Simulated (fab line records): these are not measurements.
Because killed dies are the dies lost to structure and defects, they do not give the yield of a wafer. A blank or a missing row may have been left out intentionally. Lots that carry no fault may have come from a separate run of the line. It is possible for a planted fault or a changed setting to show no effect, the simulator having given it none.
fab line records	flow n5_finfet	part 1 of 2: steps 1 to 25 of 39
[record] lots = 5	wafers = 15	last_day = 19
route steps=1938 shown BEOL_M3@997 BEOL_M4@1021
lots that met no fault: from a run of the same line without faults
start_h: start of the lot's first displayed wafer, in hours after the record's first day	wait_h: hours since the lot's step before	" as in the row above	L1.1+2: several wafers, shown together as one row	- value missing, or start not given	* or withheld: withheld	< > ~ a bound
route shown NAME@n: NAME is a module with steps in the file, n the number in the route of the first one	usual: mean and standard deviation over wafers with no fault	same: alike in all rows	chamber/n: place in a boat	sites: per-site readings	_std_site: their standard deviation	_edge_site: mean of outer sites minus mean of inner sites	radius_mm: for every site, how far away it sits from the centre of the wafer	mask NAME#n: copy n	behind: tool/chamber where the wafer was last shaped	hold: why the lot went on hold/how many hours it stayed there/how the hold came to an end	device: the n, p or np transistor that did not switch	end of line: the route-end tests of the same wafers	a step with no rows: only its recipe	killed: dies that structure and defects cost at the first sort, which is not the same as the wafer's yield	map: a wafer's dies, marking killed ones x, the rest . and places with no die _
set.NAME: setting as actually run; set.NAME@STEP: the setting as run at that earlier step	model.NAME: the simulator's own value behind a step, which no gauge read
lots seen at some steps along the route; tables by step, rows by wafer
services: a tool's chamber out of use, with start hour (start_h, from the record's first day; less than 0 if before it), hours out, and reason
[[steps]]
[step N5_BEOL_M3_ANNEAL_80]
[recipe] temp_c = 400	time_s = 240	ambient = vacuum
[usual] heater_power_w = 840/110
lot.wafer	tool	chamber	start_h	wait_h	heater_power_w
L086.1	pvd_sputter-01	-	248.81	0.0	892
L086.5	"	-	"	"	553
L086.6	"	-	"	"	870
L087.3	pvd_sputter-02	-	263.19	0.0	908
L087.4	"	-	"	"	863
L087.5	"	-	"	"	1020
L093.3	pvd_sputter-01	-	286.99	0.0	549
L093.5	"	-	"	"	559
L093.6	"	-	"	"	844
L094.4	pvd_sputter-01	-	299.85	0.0	862
L094.5	"	-	"	"	849
L094.6	"	-	"	"	883
L095.2	pvd_sputter-03	-	303.33	0.0	729
L095.3	"	-	"	"	944
L095.6	"	-	"	"	816
[step N5_BEOL_M3_SPUTTER_81]
[recipe] material = Cu	target_thk_a = 45	temp_c = -20	chamber_pressure_pa = 0.07	power_w = withheld	time_s = 8.29
[usual] throttle_valve_pct = 30.7/0.96
lot.wafer	tool	chamber	start_h	wait_h	throttle_valve_pct
L086.1	pvd_sputter-01	-	248.95	0.1	30.7
L086.5	"	-	"	"	29.5
L086.6	"	-	"	"	31.2
L087.3	pvd_sputter-02	-	263.33	0.1	30.3
L087.4	"	-	"	"	31.5
L087.5	"	-	"	"	30.1
L093.3	pvd_sputter-01	-	287.13	0.1	29.8
L093.5	"	-	"	"	29.6
L093.6	"	-	"	"	32.2
L094.4	pvd_sputter-01	-	299.99	0.1	30.8
L094.5	"	-	"	"	32.0
L094.6	"	-	"	"	30.7
L095.2	pvd_sputter-03	-	303.47	0.1	29.0
L095.3	"	-	"	"	31.2
L095.6	"	-	"	"	30.3
[step N5_BEOL_M3_ANNEAL_82]
[recipe] temp_c = 400	time_s = 240	ambient = vacuum
[usual] heater_power_w = 839/110
lot.wafer	tool	chamber	start_h	wait_h	heater_power_w
L086.1	pvd_sputter-01	-	249.03	0.0	831
L086.5	"	-	"	"	547
L086.6	"	-	"	"	865
L087.3	pvd_sputter-02	-	263.41	0.0	888
L087.4	"	-	"	"	834
L087.5	"	-	"	"	1061
L093.3	pvd_sputter-01	-	287.21	0.0	556
L093.5	"	-	"	"	553
L093.6	"	-	"	"	847
L094.4	pvd_sputter-01	-	300.07	0.0	929
L094.5	"	-	"	"	844
L094.6	"	-	"	"	912
L095.2	pvd_sputter-03	-	303.55	0.0	746
L095.3	"	-	"	"	927
L095.6	"	-	"	"	822
[step N5_BEOL_M3_SPUTTER_86]
[recipe] material = Cu	target_thk_a = 45	temp_c = -20	chamber_pressure_pa = 0.07	power_w = withheld	time_s = 8.29
[usual] throttle_valve_pct = 30.7/0.97
lot.wafer	tool	chamber	start_h	wait_h	throttle_valve_pct
L086.1	pvd_sputter-01	-	249.17	0.1	30.9
L086.5	"	-	"	"	29.3
L086.6	"	-	"	"	31.0
L087.3	pvd_sputter-02	-	263.55	0.1	30.1
L087.4	"	-	"	"	31.3
L087.5	"	-	"	"	30.1
L093.3	pvd_sputter-01	-	287.35	0.1	29.8
L093.5	"	-	"	"	29.7
L093.6	"	-	"	"	32.2
L094.4	pvd_sputter-01	-	300.21	0.1	30.2
L094.5	"	-	"	"	32.1
L094.6	"	-	"	"	30.6
L095.2	pvd_sputter-03	-	303.69	0.1	28.7
L095.3	"	-	"	"	31.3
L095.6	"	-	"	"	30.3
[step N5_BEOL_M3_ANNEAL_87]
[recipe] temp_c = 400	time_s = 240	ambient = vacuum
[usual] heater_power_w = 841/110
lot.wafer	tool	chamber	start_h	wait_h	heater_power_w
L086.1	pvd_sputter-01	-	249.25	0.0	870
L086.5	"	-	"	"	544
L086.6	"	-	"	"	897
L087.3	pvd_sputter-02	-	263.63	0.0	916
L087.4	"	-	"	"	858
L087.5	"	-	"	"	1030
L093.3	pvd_sputter-01	-	287.43	0.0	551
L093.5	"	-	"	"	546
L093.6	"	-	"	"	839
L094.4	pvd_sputter-01	-	300.29	0.0	889
L094.5	"	-	"	"	863
L094.6	"	-	"	"	906
L095.2	pvd_sputter-03	-	303.77	0.0	749
L095.3	"	-	"	"	971
L095.6	"	-	"	"	868
[step N5_BEOL_M3_SPUTTER_88]
[recipe] material = Cu	target_thk_a = 45	temp_c = -20	chamber_pressure_pa = 0.07	power_w = withheld	time_s = 8.29
[usual] throttle_valve_pct = 30.7/0.97
lot.wafer	tool	chamber	start_h	wait_h	throttle_valve_pct
L086.1	pvd_sputter-01	-	249.39	0.1	30.9
L086.5	"	-	"	"	29.4
L086.6	"	-	"	"	31.1
L087.3	pvd_sputter-02	-	263.77	0.1	30.2
L087.4	"	-	"	"	31.9
L087.5	"	-	"	"	29.9
L093.3	pvd_sputter-01	-	287.57	0.1	29.6
L093.5	"	-	"	"	29.7
L093.6	"	-	"	"	32.1
L094.4	pvd_sputter-01	-	300.43	0.1	30.3
L094.5	"	-	"	"	32.2
L094.6	"	-	"	"	30.9
L095.2	pvd_sputter-03	-	303.91	0.1	28.8
L095.3	"	-	"	"	31.2
L095.6	"	-	"	"	30.4
[step N5_BEOL_M3_ANNEAL_89]
[recipe] temp_c = 400	time_s = 240	ambient = vacuum
[usual] heater_power_w = 841/110
lot.wafer	tool	chamber	start_h	wait_h	heater_power_w
L086.1	pvd_sputter-01	-	249.47	0.0	869
L086.5	"	-	"	"	554
L086.6	"	-	"	"	880
L087.3	pvd_sputter-02	-	263.85	0.0	910
L087.4	"	-	"	"	846
L087.5	"	-	"	"	1040
L093.3	pvd_sputter-01	-	289.75	2.1	559
L093.5	"	-	"	"	557
L093.6	"	-	"	"	853
L094.4	pvd_sputter-01	-	300.51	0.0	883
L094.5	"	-	"	"	848
L094.6	"	-	"	"	898
L095.2	pvd_sputter-03	-	303.99	0.0	744
L095.3	"	-	"	"	954
L095.6	"	-	"	"	851
[step N5_BEOL_M3_SPUTTER_90]
[recipe] material = Cu	target_thk_a = 45	temp_c = -20	chamber_pressure_pa = 0.07	power_w = withheld	time_s = 8.29
[usual] throttle_valve_pct = 30.7/0.96
lot.wafer	tool	chamber	start_h	wait_h	throttle_valve_pct
L086.1	pvd_sputter-01	-	249.61	0.1	30.8
L086.5	"	-	"	"	29.7
L086.6	"	-	"	"	30.8
L087.3	pvd_sputter-02	-	263.99	0.1	30.3
L087.4	"	-	"	"	31.8
L087.5	"	-	"	"	29.9
L093.3	pvd_sputter-01	-	289.89	0.1	29.5
L093.5	"	-	"	"	29.8
L093.6	"	-	"	"	32.2
L094.4	pvd_sputter-01	-	300.65	0.1	30.8
L094.5	"	-	"	"	31.9
L094.6	"	-	"	"	30.8
L095.2	pvd_sputter-03	-	304.13	0.1	28.8
L095.3	"	-	"	"	31.5
L095.6	"	-	"	"	30.5
[step N5_BEOL_M3_ANNEAL_91]
[recipe] temp_c = 400	time_s = 240	ambient = vacuum
[usual] heater_power_w = 839/110
lot.wafer	tool	chamber	start_h	wait_h	heater_power_w
L086.1	pvd_sputter-01	-	249.69	0.0	843
L086.5	"	-	"	"	562
L086.6	"	-	"	"	871
L087.3	pvd_sputter-02	-	264.07	0.0	887
L087.4	"	-	"	"	833
L087.5	"	-	"	"	1047
L093.3	pvd_sputter-01	-	289.97	0.0	559
L093.5	"	-	"	"	547
L093.6	"	-	"	"	845
L094.4	pvd_sputter-01	-	300.73	0.0	901
L094.5	"	-	"	"	842
L094.6	"	-	"	"	905
L095.2	pvd_sputter-03	-	304.21	0.0	723
L095.3	"	-	"	"	955
L095.6	"	-	"	"	852
[step N5_BEOL_M3_SPUTTER_92]
[recipe] material = Cu	target_thk_a = 45	temp_c = -20	chamber_pressure_pa = 0.07	power_w = withheld	time_s = 8.29
[usual] throttle_valve_pct = 30.7/0.96
lot.wafer	tool	chamber	start_h	wait_h	throttle_valve_pct
L086.1	pvd_sputter-01	-	249.83	0.1	30.8
L086.5	"	-	"	"	29.7
L086.6	"	-	"	"	30.7
L087.3	pvd_sputter-02	-	264.21	0.1	30.5
L087.4	"	-	"	"	31.7
L087.5	"	-	"	"	30.1
L093.3	pvd_sputter-01	-	290.11	0.1	29.6
L093.5	"	-	"	"	29.5
L093.6	"	-	"	"	32.1
L094.4	pvd_sputter-01	-	300.87	0.1	30.6
L094.5	"	-	"	"	32.3
L094.6	"	-	"	"	30.8
L095.2	pvd_sputter-03	-	304.35	0.1	28.6
L095.3	"	-	"	"	31.1
L095.6	"	-	"	"	30.5
[step N5_BEOL_M3_ANNEAL_93]
[recipe] temp_c = 400	time_s = 240	ambient = vacuum
[usual] heater_power_w = 841/110
lot.wafer	tool	chamber	start_h	wait_h	heater_power_w
L086.1	pvd_sputter-01	-	249.91	0.0	894
L086.5	"	-	"	"	549
L086.6	"	-	"	"	848
L087.3	pvd_sputter-02	-	264.29	0.0	905
L087.4	"	-	"	"	825
L087.5	"	-	"	"	1019
L093.3	pvd_sputter-01	-	290.19	0.0	567
L093.5	"	-	"	"	548
L093.6	"	-	"	"	824
L094.4	pvd_sputter-01	-	300.95	0.0	893
L094.5	"	-	"	"	827
L094.6	"	-	"	"	893
L095.2	pvd_sputter-03	-	304.43	0.0	746
L095.3	"	-	"	"	938
L095.6	"	-	"	"	832
[step N5_BEOL_M3_SPUTTER_94]
[recipe] material = Cu	target_thk_a = 45	temp_c = -20	chamber_pressure_pa = 0.07	power_w = withheld	time_s = 8.29
[usual] throttle_valve_pct = 30.7/0.96
lot.wafer	tool	chamber	start_h	wait_h	throttle_valve_pct
L086.1	pvd_sputter-01	-	250.05	0.1	30.7
L086.5	"	-	"	"	29.6
L086.6	"	-	"	"	31.0
L087.3	pvd_sputter-02	-	264.43	0.1	30.1
L087.4	"	-	"	"	31.6
L087.5	"	-	"	"	30.0
L093.3	pvd_sputter-01	-	290.33	0.1	29.6
L093.5	"	-	"	"	29.6
L093.6	"	-	"	"	32.3
L094.4	pvd_sputter-01	-	301.09	0.1	30.5
L094.5	"	-	"	"	31.9
L094.6	"	-	"	"	30.8
L095.2	pvd_sputter-03	-	304.57	0.1	28.9
L095.3	"	-	"	"	31.2
L095.6	"	-	"	"	30.4
[step N5_BEOL_M3_ANNEAL_95]
[recipe] temp_c = 400	time_s = 240	ambient = vacuum
[usual] heater_power_w = 842/110
lot.wafer	tool	chamber	start_h	wait_h	heater_power_w
L086.1	pvd_sputter-01	-	250.13	0.0	886
L086.5	"	-	"	"	552
L086.6	"	-	"	"	878
L087.3	pvd_sputter-02	-	264.51	0.0	905
L087.4	"	-	"	"	853
L087.5	"	-	"	"	1035
L093.3	pvd_sputter-01	-	290.41	0.0	572
L093.5	"	-	"	"	563
L093.6	"	-	"	"	854
L094.4	pvd_sputter-01	-	301.17	0.0	896
L094.5	"	-	"	"	852
L094.6	"	-	"	"	892
L095.2	pvd_sputter-03	-	304.65	0.0	732
L095.3	"	-	"	"	940
L095.6	"	-	"	"	832
[step N5_BEOL_M3_SPUTTER_96]
[recipe] material = Cu	target_thk_a = 45	temp_c = -20	chamber_pressure_pa = 0.07	power_w = withheld	time_s = 8.29
[usual] throttle_valve_pct = 30.7/0.97
lot.wafer	tool	chamber	start_h	wait_h	throttle_valve_pct
L086.1	pvd_sputter-01	-	250.27	0.1	30.9
L086.5	"	-	"	"	29.6
L086.6	"	-	"	"	30.9
L087.3	pvd_sputter-02	-	264.65	0.1	30.1
L087.4	"	-	"	"	31.7
L087.5	"	-	"	"	30.2
L093.3	pvd_sputter-01	-	290.55	0.1	29.8
L093.5	"	-	"	"	29.6
L093.6	"	-	"	"	32.1
L094.4	pvd_sputter-01	-	301.31	0.1	30.6
L094.5	"	-	"	"	32.3
L094.6	"	-	"	"	30.8
L095.2	pvd_sputter-03	-	304.79	0.1	28.7
L095.3	"	-	"	"	31.2
L095.6	"	-	"	"	30.5
[step N5_BEOL_M3_ECD_50]
[recipe] material = Cu	target_thk_a = 3000
lot.wafer	tool	chamber	start_h	wait_h
L086.1+5+6	ecd_cu-01	1,0,1	250.40	0.1
L087.3+4+5	ecd_cu-01	0,1,1	264.79	0.1
L093.3+5+6	ecd_cu-01	0,0,1	290.68	0.1
L094.4+5+6	ecd_cu-01	0,1,0	301.45	0.1
L095.2+3+6	ecd_cu-01	1,1,0	304.90	0.1
[step N5_BEOL_M3_ANNEAL_51]
[recipe] temp_c = 225	time_s = 90	ambient = N2
[usual] wafer_temp_C_max = 226.04/0.27
lot.wafer	tool	chamber	start_h	wait_h	wafer_temp_C_max
L086.1	rtp_anneal-02	0	252.73	2.3	226.53
L086.5	"	0	"	"	226.43
L086.6	"	0	"	"	225.96
L087.3	rtp_anneal-01	0	264.94	0.1	225.91
L087.4	"	0	"	"	225.57
L087.5	"	0	"	"	225.95
L093.3	rtp_anneal-02	0	290.83	0.1	226.15
L093.5	"	0	"	"	226.11
L093.6	"	0	"	"	225.95
L094.4	rtp_anneal-01	0	301.67	0.2	225.98
L094.5	"	0	"	"	225.98
L094.6	"	0	"	"	225.83
L095.2	rtp_anneal-01	0	305.03	0.1	225.83
L095.3	"	0	"	"	225.99
L095.6	"	0	"	"	225.73
[step N5_BEOL_M3_CMP_52]
[recipe] stop_on = SiOC	t_overpolish_s = 6.8	down_force_psi = 1	platen_rpm = 50	clearing_platen_down_force_psi = 1.5	clearing_platen_rpm = 50	post_cmp_clean = cu_alkaline	target_thk_nm = 40	clearing_platen_pad_velocity_m_s = 0.99484	pad_velocity_m_s = 0.99484
[usual] barrier_field_endpoint_s = 24.5/0.6	clearing_platen_rpm = 49.999/0.026	motor_current_A = 6.0/0.91	overpolish_run_s = 6.799/0.0089	slurry_filter_dp_kPa = 13.49/0.13	time_to_endpoint_s = 61.4/2.5
lot.wafer	tool	chamber	start_h	wait_h	barrier_field_endpoint_s	clearing_platen_rpm	motor_current_A	overpolish_run_s	slurry_filter_dp_kPa	time_to_endpoint_s
L086.1	cmp-03	1	253.06	0.3	23.6	50.045	5.8	6.798	13.31	56.4
L086.6	"	0	"	"	24.1	50.011	8.0	6.813	13.67	57.4
L086.5	"	1	"	"	23.7	49.980	6.0	6.809	13.76	55.9
L087.3	cmp-02	0	265.18	0.2	25.8	49.983	6.5	6.796	13.31	64.1
L087.4	"	2	"	"	25.1	49.962	6.0	6.799	13.55	58.9
L087.5	"	3	"	"	24.4	50.028	5.9	6.812	13.54	61.1
L093.3	cmp-03	0	291.15	0.3	25.2	50.023	7.5	6.788	13.44	62.8
L093.6	"	1	"	"	25.2	50.004	6.0	6.788	13.49	60.9
L093.5	"	2	"	"	25.6	50.027	6.2	6.785	13.50	60.9
L094.4	cmp-02	0	301.83	0.1	24.9	49.988	6.7	6.797	13.29	62.5
L094.5	"	0	"	"	24.3	49.991	6.5	6.798	13.56	61.1
L094.6	"	1	"	"	25.0	50.002	5.0	6.805	13.68	63.4
L095.2	cmp-01	2	305.32	0.2	23.8	50.003	5.9	6.788	13.37	60.3
L095.3	"	3	"	"	25.7	50.022	5.3	6.799	13.56	64.2
L095.6	"	1	"	"	25.0	50.003	6.0	6.788	13.68	63.8
[step N5_BEOL_M3_THK_MEAS_53]
[recipe] thk_meas_gauge = xrf	reads = Cu_of_BEOL_M3_ECD_50
[usual] M3_THK = 38.9/1.5
lot.wafer	tool	chamber	start_h	wait_h	M3_THK[nm]
L086.1	film_metro-01	-	253.32	-	36.9
L086.5	"	-	"	"	38.9
L086.6	"	-	"	"	38.9
L087.3	film_metro-01	-	265.44	-	39.1
L087.4	"	-	"	"	39.3
L087.5	"	-	"	"	40.8
L093.3	film_metro-02	-	291.33	-	40.2
L093.5	"	-	"	"	42.2
L093.6	"	-	"	"	41.6
L094.4	film_metro-02	-	302.13	-	41.4
L094.5	"	-	"	"	40.3
L094.6	"	-	"	"	39.2
L095.2	film_metro-01	-	305.59	0.2	36.7
L095.3	"	-	"	"	39.6
L095.6	"	-	"	"	39.4
[step N5_BEOL_M3_PRE_CLEAN_60]
[recipe] gas = NH3/H2	time_s = 15	temp_c = *	rf_power_w = 300
[usual] heater_power_w = 84/13
lot.wafer	tool	chamber	start_h	wait_h	heater_power_w
L086.1	cvd_co-01	0	253.36	0.0	108
L086.5	"	0	"	"	106
L086.6	"	2	"	"	79
L087.3	cvd_co-02	1	265.50	0.1	87
L087.4	"	2	"	"	67
L087.5	"	0	"	"	83
L093.3	cvd_co-01	0	291.37	0.0	107
L093.5	"	1	"	"	80
L093.6	"	2	"	"	79
L094.4	cvd_co-01	0	302.20	0.1	107
L094.5	"	2	"	"	78
L094.6	"	1	"	"	82
L095.2	cvd_co-01	0	305.63	0.0	112
L095.3	"	1	"	"	79
L095.6	"	2	"	"	78
[step N5_BEOL_M3_CO_CAP_55]
[recipe] material = Co	target_thk_a = 20	temp_c = 200	precursor = CCTBA/H2	pressure_torr = 30	time_s = 102.1
[usual] heater_power_w = 235/16
lot.wafer	tool	chamber	start_h	wait_h	heater_power_w
L086.1	cvd_co-01	0	253.40	0.0	264
L086.5	"	0	"	"	262
L086.6	"	2	"	"	219
L087.3	cvd_co-02	1	265.54	0.0	240
L087.4	"	2	"	"	212
L087.5	"	0	"	"	235
L093.3	cvd_co-01	0	291.41	0.0	268
L093.5	"	1	"	"	227
L093.6	"	2	"	"	233
L094.4	cvd_co-01	0	302.25	0.0	268
L094.5	"	2	"	"	226
L094.6	"	1	"	"	236
L095.2	cvd_co-01	0	305.67	0.0	262
L095.3	"	1	"	"	235
L095.6	"	2	"	"	227
[step N5_BEOL_M3_PRE_CLEAN_56]
[recipe] gas = NH3	time_s = 15	temp_c = withheld	rf_power_w = 300
lot.wafer	tool	chamber	start_h	wait_h
L086.1+5+6	pecvd-03	1,2,1	253.50	0.1
L087.3+4+5	pecvd-01	2,2,1	265.63	0.1
L093.3+5+6	pecvd-01	0,0,1	291.50	0.1
L094.4+5+6	pecvd-02	1,0,2	302.32	0.0
L095.2+3+6	pecvd-01	0,2,0	305.76	0.1
[step N5_BEOL_M3_DEP_57]
[recipe] material = SiCN	target_thk_a = 80	temp_c = withheld	precursor = 3MS/NH3	pressure_torr = 3	rf_w = 202	time_s = 14
[usual] showerhead_plenum_p_Torr = 3.667/0.0095	throttle_valve_pct = 8.9/0.56
lot.wafer	tool	chamber	start_h	wait_h	showerhead_plenum_p_Torr	throttle_valve_pct
L086.1	pecvd-03	1	253.53	0.0	3.671	8.9
L086.5	"	2	"	"	3.672	8.4
L086.6	"	1	"	"	3.675	8.9
L087.3	pecvd-01	2	265.65	0.0	3.674	8.4
L087.4	"	2	"	"	3.676	8.2
L087.5	"	1	"	"	3.660	9.3
L093.3	pecvd-01	0	291.53	0.0	3.667	8.7
L093.5	"	0	"	"	3.658	8.6
L093.6	"	1	"	"	3.659	9.6
L094.4	pecvd-02	1	302.35	0.0	3.677	8.9
L094.5	"	0	"	"	3.661	9.7
L094.6	"	2	"	"	3.640	8.3
L095.2	pecvd-01	0	305.78	0.0	3.669	8.8
L095.3	"	2	"	"	3.669	8.1
L095.6	"	0	"	"	3.663	8.4
[step N5_BEOL_M3_RS_MEAS_58]
[recipe] thk_meas_gauge = four-point-probe	reads = Co_of_BEOL_M3_CO_CAP_55+Cu_of_BEOL_M3_ECD_50+Co_of_BEOL_M3_CVD_47+TaN_of_BEOL_M3_ALD_84
[usual] M3_RS = 0.69/0.033
lot.wafer	tool	chamber	start_h	wait_h	M3_RS[ohm/sq]
L086.1	film_metro-02	-	253.59	0.0	0.74
L086.5	"	-	"	"	0.69
L086.6	"	-	"	"	0.69
L087.3	film_metro-01	-	265.72	0.1	0.68
L087.4	"	-	"	"	0.68
L087.5	"	-	"	"	0.65
L093.3	film_metro-02	-	291.59	0.1	0.66
L093.5	"	-	"	"	0.62
L093.6	"	-	"	"	0.63
L094.4	film_metro-01	-	302.40	0.0	0.64
L094.5	"	-	"	"	0.66
L094.6	"	-	"	"	0.69
L095.2	film_metro-02	-	305.85	0.1	0.75
L095.3	"	-	"	"	0.67
L095.6	"	-	"	"	0.68
[step N5_BEOL_M3_INSPECT_59]
[recipe] inspect_instrument = darkfield	mode = post_dep
[usual] raw_defect_count = 70/24
lot.wafer	tool	chamber	start_h	wait_h	raw_defect_count
L086.1	defect_inspect-01	-	253.62	0.0	61
L086.5	"	-	"	"	76
L086.6	"	-	"	"	68
L087.3	defect_inspect-02	-	265.75	0.0	70
L087.4	"	-	"	"	129
L087.5	"	-	"	"	156
L093.3	defect_inspect-02	-	291.62	0.0	47
L093.5	"	-	"	"	38
L093.6	"	-	"	"	45
L094.4	defect_inspect-02	-	302.43	0.0	81
L094.5	"	-	"	"	113
L094.6	"	-	"	"	70
L095.2	defect_inspect-02	-	305.88	0.0	66
L095.3	"	-	"	"	81
L095.6	"	-	"	"	57
[step N5_BEOL_M4_ILD_DEP_00]
[recipe] material = SiOC	target_thk_a = 790	temp_c = 350	precursor = DEMS/O2	pressure_torr = 5	rf_w = 500	time_s = 15.3
[usual] heater_power_w = 465/60	showerhead_plenum_p_Torr = 5.695/0.015	throttle_valve_pct = 12.0/0.6
lot.wafer	tool	chamber	start_h	wait_h	heater_power_w	showerhead_plenum_p_Torr	throttle_valve_pct
L086.1	pecvd-04	2	253.66	0.0	383	5.692	12.4
L086.5	"	0	"	"	378	5.673	11.8
L086.6	"	1	"	"	410	5.718	12.3
L087.3	pecvd-03	0	265.78	0.0	553	5.702	13.1
L087.4	"	2	"	"	413	5.700	10.7
L087.5	"	1	"	"	387	5.699	12.1
L093.3	pecvd-02	0	291.66	0.0	571	5.677	12.6
L093.5	"	1	"	"	495	5.686	11.8
L093.6	"	2	"	"	572	5.666	10.7
L094.4	pecvd-02	2	302.48	0.1	548	5.683	11.1
L094.5	"	0	"	"	514	5.684	12.7
L094.6	"	1	"	"	589	5.698	11.6
L095.2	pecvd-02	2	305.91	0.0	582	5.680	11.1
L095.3	"	1	"	"	558	5.708	11.5
L095.6	"	2	"	"	591	5.679	11.0
